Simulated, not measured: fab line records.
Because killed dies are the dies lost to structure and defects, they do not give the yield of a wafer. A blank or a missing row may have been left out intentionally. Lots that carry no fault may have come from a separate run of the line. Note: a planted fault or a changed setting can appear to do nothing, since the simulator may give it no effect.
fab line records	flow n5-finfet
record: lots: 7	wafers: 21
route steps=1938 shown GATE_CUT@493 MOL_CONTACT_COAG@559 BEOL_M0_SAQP@636 BEOL_M0@715 BEOL_M1@790 BEOL_M2@884
start-h: hours from the record's first day to the start of the lot's first wafer shown	wait-h: hours since the lot's step before	" as in the row above	L1.1+2: a row that stands for several wafers	- value missing, or start not given	* or withheld: withheld	< > ~ a bound
route shown NAME@n: a module of which the file shows steps, and the number in the route of the first	usual: average and standard deviation across the fault-free wafers	same: alike in all rows	chamber/n: place in a boat	sites: readings site by site	_std_site: the standard deviation of these	_edge_site: inner sites' mean taken away from outer sites' mean	radius-mm: for every site, how far away it sits from the centre of the wafer	mask NAME#n: copy n	behind: the last tool/chamber to shape the wafer	hold: why the lot was held/for how many hours/how that ended	device: whichever transistor did not switch (one of n, p or np)	end of line: the route-end tests of the same wafers	step lacking rows: just its recipe	killed: at the first sort, the dies lost to defects and structure; wafer yield is something else	map: per-die view of a wafer (x killed, . not killed, _ where there is no die)
set.NAME: the setting the step ran with; set.NAME@STEP: the setting that earlier step ran with	model.NAME: the simulator's own value behind a step, which no gauge read
lots with deliberately changed settings; one table per step, one row per wafer
== steps ==
step: N5_GATE_CUT_ETCH_37
recipe: chemistry: N2/H2	target: SOC	target-depth-a: 600	overetch-a: 120	mask-material: SiARC	temp-c: 40	time-s: 90	ion-energy-ev: 200	pressure-mtorr: 30	source-w: 840	bias-w: 150	n2-flow-sccm: 200	h2-flow-sccm: 200
usual: rf-vpp-V: 524.5/1.8
lot.wafer	tool	chamber	start-h	wait-h	set.bias-w	rf-vpp-V	model.SiARC_of_GATE_CUT_COAT_35.thk-nm
L076.2	rie-diel-02	2	99.75	0.0	150	525.8	6
L076.4	"	3	"	"	150	525.9	6
L076.6	"	3	"	"	150	526.6	6
L078.1	rie-diel-02	0	110.82	0.0	150	525.6	6.2
L078.2	"	3	"	"	123.8	466.0	7
L078.6	"	2	"	"	150	525.9	6
L082.3	rie-diel-02	3	134.33	0.0	175.7	581.7	5.2
L082.4	"	3	"	"	150	526.3	6
L082.5	"	1	"	"	150	524.2	6
L083.1	rie-diel-04	0	138.09	0.0	124.7	467.1	7
L083.2	"	2	"	"	124.7	463.9	6.8
L083.5	"	2	"	"	150	523.3	5.8
L089.2	rie-diel-04	2	174.70	0.0	136.6	492.3	6.2
L089.3	"	3	"	"	136.6	494.7	6.6
L089.4	"	1	"	"	136.6	496.1	6.4
L092.1	rie-diel-06	0	194.30	0.0	150	521.4	6.2
L092.2	"	3	"	"	150	523.3	5.8
L092.4	"	1	"	"	150	526.2	6
L096.1	rie-diel-04	1	218.39	0.0	150	526.5	6
L096.2	"	2	"	"	150	520.8	5.8
L096.3	"	3	"	"	150	525.0	6
step: N5_MOL_CONTACT_COAG_ALD_27
recipe: material: SiOC	target-thk-a: 170	temp-c: 400	ald-precursor-family: carbosiloxane	ald-co-reactant: H2-plasma	pulse-time-s: 1.5	time-s: 2720	purge-time-s: 2	co-reactant-purge-time-s: 2	ald-cycles: 340	pressure-torr: 2
lot.wafer	tool	chamber	start-h	wait-h	set.ald-cycles	model.SiOC_of_MOL_CONTACT_COAG_ALD_27.thk-nm
L076.2+4+6	ald-sin-03	2,0,3	110.60	0.0	340	17
L078.1	ald-sin-02	2	121.41	0.0	366	18
L078.2+6	"	0	"	"	340	17
L082.3+5	ald-sin-04	2,3	143.96	0.2	340	17
L082.4	"	1	"	"	380	19
L083.1+5	ald-sin-04	2,3	148.05	0.0	377	19
L083.2	"	3	"	"	340	17
L089.2+3+4	ald-sin-02	3,0,1	186.42	0.0	340	17
L092.1+4	ald-sin-02	1,0	205.91	0.2	340	17
L092.2	"	3	"	"	340	16.8
L096.1	ald-sin-03	3	228.99	0.1	300	15.2
L096.2	"	1	"	"	340	17.2
L096.3	"	0	"	"	340	17
step: N5_MOL_CONTACT_COAG_EXPOSE_81
recipe: mask-id: VG	na: 0.33	source-shape: annular	sigma-inner: 0.3	sigma-outer: 0.7	polarization: unpolarized	defocus-nm: 0	dose-mj: 59.5
lot.wafer	tool	chamber	start-h	wait-h	mask	set.dose-mj
L076.2	euv-scanner-02	0	113.21	-	VG#0	59.5
L076.4+6	"	0	"	"	VG#0	55.71
L078.1+6	euv-scanner-01	0	124.01	-	VG#0	58.27
L078.2	"	0	"	"	VG#0	59.5
L082.3+4+5	euv-scanner-01	0	146.70	-	VG#0	59.5
L083.1	euv-scanner-02	0	150.77	-	VG#0	55.61
L083.2+5	"	0	"	"	VG#0	59.5
L089.2+3+4	euv-scanner-02	0	189.41	-	VG#0	59.5
L092.1+2+4	euv-scanner-02	0	208.51	-	VG#0	59.5
L096.1+2	euv-scanner-02	0	232.63	-	VG#0	56.63
L096.3	"	0	"	"	VG#0	59.5
step: N5_MOL_CONTACT_COAG_PEB_82
recipe: peb-temp-c: 100	peb-time-s: 60	resist: CAR-EUV
step: N5_MOL_CONTACT_COAG_DEVELOP_83
recipe: develop-time-s: 30	developer: TMAH	resist: CAR-EUV	rinse-liquid: surfactant-rinse	dry: air-spin	dev-temp-c: 23
step: N5_MOL_CONTACT_COAG_CD_MEAS_84
recipe: target-cd-nm: 25.1	landing-energy-ev: 500	detector: se-inlens	polarity: opening
usual: cd-nm: 24.99/0.28
lot.wafer	tool	chamber	start-h	wait-h	set.dose-mj@MOL_CONTACT_COAG_EXPOSE_81	cd-nm
L076.2	cd-sem-03	0	113.34	-	59.5	24.99
L076.4	"	0	"	"	55.71	23.41
L076.6	"	0	"	"	55.71	23.42
L078.1	cd-sem-03	0	124.15	-	58.27	24.52
L078.2	"	0	"	"	59.5	24.78
L078.6	"	0	"	"	58.27	24.41
L082.3	cd-sem-01	0	146.83	-	59.5	24.86
L082.4	"	0	"	"	59.5	24.44
L082.5	"	0	"	"	59.5	24.57
L083.1	cd-sem-03	0	150.92	-	55.61	23.72
L083.2	"	0	"	"	59.5	24.84
L083.5	"	0	"	"	59.5	24.90
L089.2	cd-sem-01	0	189.55	-	59.5	25.05
L089.3	"	0	"	"	59.5	25.38
L089.4	"	0	"	"	59.5	24.86
L092.1	cd-sem-02	0	208.65	-	59.5	25.25
L092.2	"	0	"	"	59.5	24.91
L092.4	"	0	"	"	59.5	24.95
L096.1	cd-sem-03	0	232.78	-	56.63	24.08
L096.2	"	0	"	"	56.63	24.13
L096.3	"	0	"	"	59.5	25.12
step: N5_MOL_CONTACT_COAG_ALD_131
recipe: material: SiO2	target-thk-a: 50	temp-c: 100	ald-precursor-family: BDEAS	ald-co-reactant: O2-plasma	pulse-time-s: 1	co-reactant-pulse-time-s: 1	purge-time-s: 2	co-reactant-purge-time-s: 2	ald-cycles: 35	pressure-torr: 2
lot.wafer	tool	chamber	start-h	wait-h	set.ald-cycles	model.SiO2_of_MOL_CONTACT_COAG_ALD_131.thk-nm
L076.2+6	ald-sin-02	3,0	114.05	0.5	35	5
L076.4	"	3	"	"	32	4.6
L078.1	ald-sin-04	1	124.52	0.2	35	5
L078.2+6	"	2,1	"	"	33	4.8
L082.3	ald-sin-04	0	147.25	0.2	37	5.2
L082.4	"	1	"	"	37	5.4
L082.5	"	1	"	"	35	5
L083.1	ald-sin-04	0	152.28	0.2	35	5
L083.2+5	"	3,1	"	"	29	4.2
L089.2+3	ald-sin-02	2,0	189.83	0.1	35	5
L089.4	"	1	"	"	40	5.8
L092.1+2+4	ald-sin-04	2,1,0	208.91	0.1	35	5
L096.1+2	ald-sin-04	0,1	233.04	0.1	32	4.6
L096.3	"	2	"	"	35	5
step: N5_BEOL_M0_SAQP_PECVD_96
recipe: material: a-Si	target-thk-a: 450	temp-c: 350	precursor: SiH4/He	pressure-torr: 3	rf-w: 100	time-s: 45.2
lot.wafer	tool	chamber	start-h	wait-h	set.time-s	model.a-Si_of_BEOL_M0_SAQP_PECVD_96.thk-nm
L076.2	pecvd-04	0	120.96	0.0	45.2	44.8
L076.4	"	1	"	"	45.2	45
L076.6	"	0	"	"	45.2	45.2
L078.1	pecvd-02	2	131.68	0.0	45.2	43.8
L078.2	"	1	"	"	45.2	44.2
L078.6	"	2	"	"	45.2	44.4
L082.3	pecvd-04	2	154.56	0.0	45.2	44.4
L082.4	"	1	"	"	45.2	45.2
L082.5	"	2	"	"	47.75	47.6
L083.1	pecvd-04	0	161.48	0.0	45.2	44.6
L083.2	"	1	"	"	45.2	44.2
L083.5	"	2	"	"	39.46	39.8
L089.2	pecvd-02	2	197.19	0.0	45.2	44.2
L089.3	"	1	"	"	45.2	43.8
L089.4	"	2	"	"	49.12	48.6
L092.1	pecvd-02	0	216.31	0.0	45.2	45
L092.2	"	1	"	"	45.2	44.6
L092.4	"	0	"	"	45.2	45.4
L096.1+2	pecvd-03	1,2	242.85	0.0	45.2	45.6
L096.3	"	0	"	"	45.2	45.2
step: N5_BEOL_M0_SAQP_PECVD_04
recipe: material: a-Si	target-thk-a: 600	temp-c: 350	precursor: SiH4/He	pressure-torr: 3	rf-w: 100	time-s: 60.2
lot.wafer	tool	chamber	start-h	wait-h	set.time-s	model.a-Si_of_BEOL_M0_SAQP_PECVD_04.thk-nm
L076.2	pecvd-04	0	121.04	0.0	67.59	66.4
L076.4+6	"	1,0	"	"	67.59	67.4
L078.1	pecvd-02	0	131.79	0.0	60.2	59.2
L078.2	"	1	"	"	64.04	63.4
L078.6	"	1	"	"	64.04	64.4
L082.3	pecvd-04	2	154.65	0.0	55.24	55.2
L082.4	"	1	"	"	60.2	60
L082.5	"	2	"	"	55.24	55.8
L083.1	pecvd-04	0	161.57	0.0	63.49	62
L083.2	"	1	"	"	60.2	58.4
L083.5	"	2	"	"	60.2	59.6
L089.2	pecvd-02	2	197.27	0.0	63.87	63.2
L089.3	"	1	"	"	60.2	59.8
L089.4	"	2	"	"	60.2	60.2
L092.1+4	pecvd-02	0	216.44	0.0	60.2	60
L092.2	"	1	"	"	60.2	60.4
L096.1	pecvd-03	1	242.94	0.0	63.42	62.2
L096.2	"	2	"	"	63.42	62.6
L096.3	"	0	"	"	60.2	59.4
step: N5_BEOL_M0_SAQP_THK_MEAS_05
usual: thk-nm: 59.9/0.71
lot.wafer	tool	chamber	start-h	wait-h	set.time-s@BEOL_M0_SAQP_PECVD_04	thk-nm
L076.2	film-metro-01	-	121.14	0.1	67.59	66.5
L076.4	"	-	"	"	67.59	67.5
L076.6	"	-	"	"	67.59	67.5
L078.1	film-metro-01	-	131.91	0.1	60.2	59.2
L078.2	"	-	"	"	64.04	63.4
L078.6	"	-	"	"	64.04	64.5
L082.3	film-metro-02	-	154.74	0.1	55.24	55.1
L082.4	"	-	"	"	60.2	60.1
L082.5	"	-	"	"	55.24	55.7
L083.1	film-metro-02	-	161.66	0.1	63.49	62.0
L083.2	"	-	"	"	60.2	58.5
L083.5	"	-	"	"	60.2	59.7
L089.2	film-metro-01	-	197.37	0.1	63.87	63.2
L089.3	"	-	"	"	60.2	59.7
L089.4	"	-	"	"	60.2	60.3
L092.1	film-metro-02	-	216.57	0.1	60.2	60.0
L092.2	"	-	"	"	60.2	60.3
L092.4	"	-	"	"	60.2	60.1
L096.1	film-metro-01	-	243.03	0.1	63.42	62.3
L096.2	"	-	"	"	63.42	62.5
L096.3	"	-	"	"	60.2	59.3
step: N5_BEOL_M0_SAQP_HM_DEP_111
recipe: material: SiO2	target-thk-a: 120	temp-c: 400	precursor: SiH4/N2O	pressure-torr: 0.75	rf-w: 275	time-s: 7.2
step: N5_BEOL_M0_SAQP_COAT_81
recipe: resist: SOC	temp-c: 250	time-s: 60	spin-rpm: 1500	resist-thk-nm: 100
step: N5_BEOL_M0_SAQP_HM_OPEN_112
recipe: chemistry: CHF3/O2	target: SiO2	stop-on: a-Si	target-depth-a: 120	over-etch-frac: 1.25	mask-material: SOC	time-s: 13.5	pressure-mtorr: 30	source-w: 650	bias-w: 170	Ar_flow_sccm: 200	CHF3_flow_sccm: 50	O2_flow_sccm: 5	ion-energy-ev: 200	ends: end-point
step: N5_BEOL_M0_SAQP_STRIP_113
recipe: chemistry: CHF3/O2	resist: SiARC	rf-frequency-hz: 6e+07
step: N5_BEOL_M0_SAQP_MANDREL_ETCH_20
recipe: target-depth-a: 600	chemistry: HBr/Cl2	target: a-Si	stop-on: SiNx	bt-time-s: 10	mask-material: SOC	over-etch-frac: 0.5	time-s: 30	pressure-mtorr: 10	icp-w: 800	bias-w: 75	HBr_flow_sccm: 150	Cl2_flow_sccm: 80	ends: end-point
lot.wafer	tool	chamber	start-h	wait-h	set.time-s@BEOL_M0_SAQP_PECVD_04	model.etch.depth-nm
L076.2	rie-si-02	1	121.86	0.0	67.59	66.42
L076.4	"	3	"	"	67.59	67.45
L076.6	"	3	"	"	67.59	67.37
L078.1	rie-si-03	2	132.79	0.0	60.2	59.23
L078.2	"	0	"	"	64.04	63.42
L078.6	"	1	"	"	64.04	64.46
L082.3	rie-si-03	3	155.46	0.0	55.24	55.13
L082.4	"	1	"	"	60.2	60.04
L082.5	"	0	"	"	55.24	55.8
L083.1	rie-si-04	2	162.53	0.0	63.49	62.02
L083.2	"	3	"	"	60.2	58.46
L083.5	"	2	"	"	60.2	59.64
L089.2	rie-si-02	0	198.25	0.0	63.87	63.16
L089.3	"	2	"	"	60.2	59.71
L089.4	"	1	"	"	60.2	60.23
L092.1	rie-si-02	0	217.45	0.0	60.2	59.99
L092.2	"	3	"	"	60.2	60.3
L092.4	"	2	"	"	60.2	60.04
L096.1	rie-si-03	0	243.93	0.0	63.42	62.28
L096.2	"	2	"	"	63.42	62.48
L096.3	"	1	"	"	60.2	59.37
step: N5_BEOL_M0_SAQP_STRIP_86
recipe: chemistry: N2/H2	power-w: 500	temp-c: 40	pressure-mtorr: 50	rf-frequency-hz: 6e+07	overash-fraction: 0.3	bias-power-w: 28	h2-frac: 0.5	n2-flow-sccm: 300	h2-flow-sccm: 300
step: N5_BEOL_M0_SAQP_STRIP_115
recipe: chemistry: post-etch-residue-remover	time-s: 60	temp-c: 25	remover-ph: withheld	remover-water-wt-pct: withheld	remover-fluoride-wt-pct: withheld
step: N5_BEOL_M0_SAQP_ETCH_101
recipe: chemistry: CH3F/O2	target: SiNx	mask-material: SiO2	target-depth-a: 299	time-s: 42.7	pressure-mtorr: 30	source-w: 395	bias-w: 73	Ar_flow_sccm: 150	CH3F_flow_sccm: 30	O2_flow_sccm: 20	ion-energy-ev: 120
step: N5_BEOL_M0_SAQP_ETCH_102
recipe: chemistry: CF4	target: SiO2	target-depth-a: 40	ion-energy-ev: 350	time-s: 4.4	pressure-mtorr: 10	icp-w: 800	bias-w: 400	cf4-flow-sccm: 80
step: N5_BEOL_M0_SAQP_MANDREL_ETCH_103
recipe: chemistry: HBr/Cl2	target: a-Si	target-depth-a: 450	bt-time-s: 10	stop-on: SiCN	mask-material: SiO2	over-etch-frac: 0.8	time-s: 27	pressure-mtorr: 10	icp-w: 800	bias-w: 75	HBr_flow_sccm: 150	Cl2_flow_sccm: 80	ends: end-point
usual: oes-product-au: 0.680/0.012
lot.wafer	tool	chamber	start-h	wait-h	set.time-s@BEOL_M0_SAQP_PECVD_96	oes-product-au	model.etch.depth-nm
L076.2	rie-si-02	2	123.52	0.0	45.2	0.689	44.83
L076.4	"	1	"	"	45.2	0.691	44.96
L076.6	"	0	"	"	45.2	0.683	45.19
L078.1	rie-si-03	2	134.31	0.0	45.2	0.675	43.81
L078.2	"	1	"	"	45.2	0.684	44.27
L078.6	"	2	"	"	45.2	0.680	44.4
L082.3	rie-si-04	2	157.06	0.0	45.2	0.667	44.43
L082.4	"	0	"	"	45.2	0.675	45.18
L082.5	"	1	"	"	47.75	0.695	47.53
L083.1	rie-si-04	1	164.00	0.0	45.2	0.673	44.63
L083.2	"	0	"	"	45.2	0.684	44.24
L083.5	"	2	"	"	39.46	0.621	39.75
L089.2	rie-si-02	0	199.90	0.0	45.2	0.673	44.3
L089.3	"	1	"	"	45.2	0.678	43.75
L089.4	"	3	"	"	49.12	0.713	48.62
L092.1	rie-si-03	2	218.91	0.0	45.2	0.692	44.97
L092.2	"	0	"	"	45.2	0.664	44.65
L092.4	"	1	"	"	45.2	0.695	45.43
L096.1	rie-si-03	2	245.39	0.0	45.2	0.694	45.68
L096.2	"	0	"	"	45.2	0.664	45.62
L096.3	"	3	"	"	45.2	0.688	45.22
step: N5_BEOL_M0_ETCH_138
recipe: chemistry: CH3F/O2	target-depth-a: 120	target: SiCN	time-s: 31.6	ion-energy-ev: 120	pressure-mtorr: 30	source-w: 395	bias-w: 75	Ar_flow_sccm: 150	CH3F_flow_sccm: 30	O2_flow_sccm: 20	ends: cleared
usual: rf-vpp-V: 297.1/1.7
lot.wafer	tool	chamber	start-h	wait-h	set.bias-w	rf-vpp-V
L076.2	rie-diel-05	2	127.83	0.0	75	299.5
L076.4	"	1	"	"	75	297.1
L076.6	"	1	"	"	75	297.8
L078.1	rie-diel-05	0	138.03	0.0	88.25	326.3
L078.2	"	3	"	"	75	294.9
L078.6	"	3	"	"	75	294.8
L082.3	rie-diel-03	0	162.60	0.0	75	298.3
L082.4	"	1	"	"	75	296.0
L082.5	"	0	"	"	75	298.9
L083.1	rie-diel-03	1	168.30	0.0	75	297.1
L083.2	"	0	"	"	75	299.5
L083.5	"	0	"	"	75	298.8
L089.2	rie-diel-03	2	203.76	0.0	83.93	319.2
L089.3	"	0	"	"	75	299.6
L089.4	"	0	"	"	83.93	320.5
L092.1	rie-diel-05	2	223.65	0.0	75	299.6
L092.2	"	3	"	"	75	295.3
L092.4	"	2	"	"	75	299.0
L096.1	rie-diel-05	0	249.30	0.0	75	298.9
L096.2	"	3	"	"	62.85	264.6
L096.3	"	2	"	"	62.85	267.2
step: N5_BEOL_M0_ETCH_109
recipe: chemistry: CH3F/O2	target-depth-a: 80	overetch-a: 24	target: SiCN	time-s: 27.4	ion-energy-ev: 120	pressure-mtorr: 30	source-w: 395	bias-w: 75	Ar_flow_sccm: 150	CH3F_flow_sccm: 30	O2_flow_sccm: 20
usual: rf-vpp-V: 297.0/1.7
lot.wafer	tool	chamber	start-h	wait-h	set.bias-w	rf-vpp-V
L076.2	rie-diel-01	3	129.19	0.1	85.47	321.1
L076.4	"	2	"	"	75	298.1
L076.6	"	1	"	"	85.47	323.6
L078.1	rie-diel-03	2	138.80	0.0	75	298.5
L078.2	"	0	"	"	75	298.7
L078.6	"	1	"	"	75	295.7
L082.3	rie-diel-05	2	163.56	0.0	75	298.8
L082.4	"	1	"	"	75	298.3
L082.5	"	0	"	"	75	294.1
L083.1	rie-diel-03	2	169.15	0.0	75	296.0
L083.2	"	1	"	"	71.22	287.7
L083.5	"	0	"	"	75	298.3
L089.2	rie-diel-05	0	204.87	0.0	69.82	281.7
L089.3	"	3	"	"	75	293.1
L089.4	"	1	"	"	75	295.9
L092.1	rie-diel-05	1	226.49	0.0	75	297.9
L092.2	"	2	"	"	75	299.0
L092.4	"	1	"	"	75	296.2
L096.1	rie-diel-01	3	252.86	0.1	68.14	283.8
L096.2	"	0	"	"	75	298.8
L096.3	"	1	"	"	68.14	280.3
step: N5_BEOL_M1_ETCH_77
recipe: chemistry: N2/H2	target: underlayer	target-depth-a: 65	mask-material: CAR-EUV	time-s: 5.2	ion-energy-ev: 200	pressure-mtorr: 30	source-w: 840	bias-w: 150	n2-flow-sccm: 200	h2-flow-sccm: 200	ends: cleared
usual: rf-vpp-V: 524.3/2
lot.wafer	tool	chamber	start-h	wait-h	set.source-w	rf-vpp-V
L076.2	rie-diel-06	1	138.60	0.0	890.3	516.8
L076.4	"	1	"	"	890.3	517.5
L076.6	"	0	"	"	840	523.2
L078.1	rie-diel-04	1	146.63	0.0	840	527.2
L078.2	"	2	"	"	840	520.9
L078.6	"	0	"	"	840	524.9
L082.3	rie-diel-06	1	174.18	0.0	894.5	515.6
L082.4	"	0	"	"	840	522.4
L082.5	"	0	"	"	840	523.5
L083.1	rie-diel-04	0	178.09	0.0	840	525.4
L083.2	"	2	"	"	840	522.1
L083.5	"	3	"	"	890.5	512.5
L089.2	rie-diel-06	2	211.63	0.0	878.4	515.0
L089.3	"	1	"	"	878.4	518.9
L089.4	"	3	"	"	840	523.8
L092.1	rie-diel-06	0	233.42	0.0	840	525.2
L092.2	"	3	"	"	840	522.1
L092.4	"	2	"	"	840	523.4
L096.1	rie-diel-06	1	257.66	0.0	840	526.2
L096.2	"	3	"	"	927.9	506.4
L096.3	"	2	"	"	840	522.6
step: N5_BEOL_M1_TRENCH_ETCH_37
recipe: chemistry: C4F6/O2	target-depth-a: 552.07	target: SiOC	time-s: 29	ion-energy-ev: 250	pressure-mtorr: 30	source-w: 355	bias-w: 185	Ar_flow_sccm: 300	C4F6_flow_sccm: 10	O2_flow_sccm: 10
usual: rf-vpp-V: 666/12
lot.wafer	tool	chamber	start-h	wait-h	set.source-w	rf-vpp-V
L076.2	rie-diel-04	0	-	-	396.1	623
L076.4	"	0	"	"	396.1	622
L076.6	"	2	"	"	355	692
L078.1	rie-diel-04	0	-	-	355	659
L078.2	"	2	"	"	355	691
L078.6	"	1	"	"	375.1	648
L082.3	rie-diel-06	2	-	-	312.5	716
L082.4	"	1	"	"	355	658
L082.5	"	2	"	"	312.5	717
L083.1	rie-diel-06	1	-	-	336	679
L083.2	"	0	"	"	336	674
L083.5	"	1	"	"	355	661
L089.2	rie-diel-02	2	-	-	355	672
L089.3	"	0	"	"	355	662
L089.4	"	1	"	"	355	659
L092.1	rie-diel-06	1	-	-	355	660
L092.2	"	3	"	"	355	661
L092.4	"	0	"	"	355	655
L096.1	rie-diel-04	1	-	-	355	667
L096.2	"	3	"	"	355	653
L096.3	"	0	"	"	375.3	639
step: N5_BEOL_M2_ETCH_70
recipe: chemistry: N2/H2	target: SOC	target-depth-a: 800	overetch-a: 240	mask-material: SiARC	temp-c: 40	time-s: 130	ion-energy-ev: 200	pressure-mtorr: 30	source-w: 840	bias-w: 150	n2-flow-sccm: 200	h2-flow-sccm: 200
usual: rf-vpp-V: 524.2/2.8
lot.wafer	tool	chamber	start-h	wait-h	set.bias-w	rf-vpp-V	model.SiARC_of_BEOL_M2_COAT_68.thk-nm
L076.2	rie-diel-03	1	149.94	0.0	150	522.1	6
L076.4	"	2	"	"	127	472.1	7.2
L076.6	"	0	"	"	127	473.2	7.2
L078.1	rie-diel-03	0	161.08	0.0	133.3	487.7	7
L078.2	"	2	"	"	150	524.0	6
L078.6	"	0	"	"	150	526.3	6
L082.3	rie-diel-05	0	189.93	0.0	150	519.9	6
L082.4	"	3	"	"	150	519.8	6
L082.5	"	0	"	"	150	520.1	6
L083.1	rie-diel-01	2	190.19	0.0	176.9	582.4	4.4
L083.2	"	0	"	"	150	528.1	6
L083.5	"	0	"	"	150	527.3	6
L089.2	rie-diel-03	2	231.12	0.0	124.1	463.7	7.2
L089.3	"	3	"	"	124.1	461.0	7.4
L089.4	"	0	"	"	150	525.6	6
L092.1	rie-diel-05	0	243.09	0.0	150	528.6	5.8
L092.2	"	3	"	"	150	518.4	6.2
L092.4	"	3	"	"	150	520.9	6.2
L096.1	rie-diel-01	2	281.40	0.0	150	524.9	6
L096.2	"	1	"	"	150	525.4	5.6
L096.3	"	0	"	"	150	527.1	6.2
== key ==
split: step: N5_GATE_CUT_ETCH_37	setting: bias-w	stated: 150	by: wafer
response: step: N5_GATE_CUT_ETCH_37	reading: rf-vpp-V	change: +3.38	per: 1%	r: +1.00
response: step: N5_GATE_CUT_ETCH_37	reading: model.SiARC_of_GATE_CUT_COAT_35.thk-nm	change: -0.0543	per: 1%	r: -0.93
split: step: N5_MOL_CONTACT_COAG_ALD_27	setting: ald-cycles	stated: 340	by: wafer
response: step: N5_MOL_CONTACT_COAG_ALD_27	reading: model.SiOC_of_MOL_CONTACT_COAG_ALD_27.thk-nm	change: +0.166	per: 1%	r: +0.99
split: step: N5_MOL_CONTACT_COAG_EXPOSE_81	setting: dose-mj	stated: 59.5	by: wafer
response: step: N5_MOL_CONTACT_COAG_CD_MEAS_84	reading: cd-nm	change: +0.208	per: 1%	r: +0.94
split: step: N5_MOL_CONTACT_COAG_ALD_131	setting: ald-cycles	stated: 35	by: wafer
response: step: N5_MOL_CONTACT_COAG_ALD_131	reading: model.SiO2_of_MOL_CONTACT_COAG_ALD_131.thk-nm	change: +0.0491	per: 1%	r: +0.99
split: step: N5_BEOL_M0_SAQP_PECVD_96	setting: time-s	stated: 45.2	by: wafer
response: step: N5_BEOL_M0_SAQP_PECVD_96	reading: model.a-Si_of_BEOL_M0_SAQP_PECVD_96.thk-nm	change: +0.425	per: 1%	r: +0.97
response: step: N5_BEOL_M0_SAQP_MANDREL_ETCH_103	reading: oes-product-au	change: +0.00443	per: 1%	r: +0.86
response: step: N5_BEOL_M0_SAQP_MANDREL_ETCH_103	reading: model.etch.depth-nm	change: +0.428	per: 1%	r: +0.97
split: step: N5_BEOL_M0_SAQP_PECVD_04	setting: time-s	stated: 60.2	by: wafer
response: step: N5_BEOL_M0_SAQP_PECVD_04	reading: model.a-Si_of_BEOL_M0_SAQP_PECVD_04.thk-nm	change: +0.583	per: 1%	r: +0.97
response: step: N5_BEOL_M0_SAQP_THK_MEAS_05	reading: thk-nm	change: *	per: 1%	r: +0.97
response: step: N5_BEOL_M0_SAQP_MANDREL_ETCH_20	reading: model.etch.depth-nm	change: +0.585	per: 1%	r: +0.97
split: step: N5_BEOL_M0_ETCH_138	setting: bias-w	stated: 75	by: wafer
response: step: N5_BEOL_M0_ETCH_138	reading: rf-vpp-V	change: +1.86	per: 1%	r: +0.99
split: step: N5_BEOL_M0_ETCH_109	setting: bias-w	stated: 75	by: wafer
response: step: N5_BEOL_M0_ETCH_109	reading: rf-vpp-V	change: +1.79	per: 1%	r: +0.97
split: step: N5_BEOL_M1_ETCH_77	setting: source-w	stated: 840	by: wafer
response: step: N5_BEOL_M1_ETCH_77	reading: rf-vpp-V	change: -1.52	per: 1%	r: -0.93
split: step: N5_BEOL_M1_TRENCH_ETCH_37	setting: source-w	stated: 355	by: wafer
response: step: N5_BEOL_M1_TRENCH_ETCH_37	reading: rf-vpp-V	change: -5.01	per: 1%	r: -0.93
split: step: N5_BEOL_M2_ETCH_70	setting: bias-w	stated: 150	by: wafer
response: step: N5_BEOL_M2_ETCH_70	reading: rf-vpp-V	change: +3.32	per: 1%	r: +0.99
response: step: N5_BEOL_M2_ETCH_70	reading: model.SiARC_of_BEOL_M2_COAT_68.thk-nm	change: -0.0824	per: 1%	r: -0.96
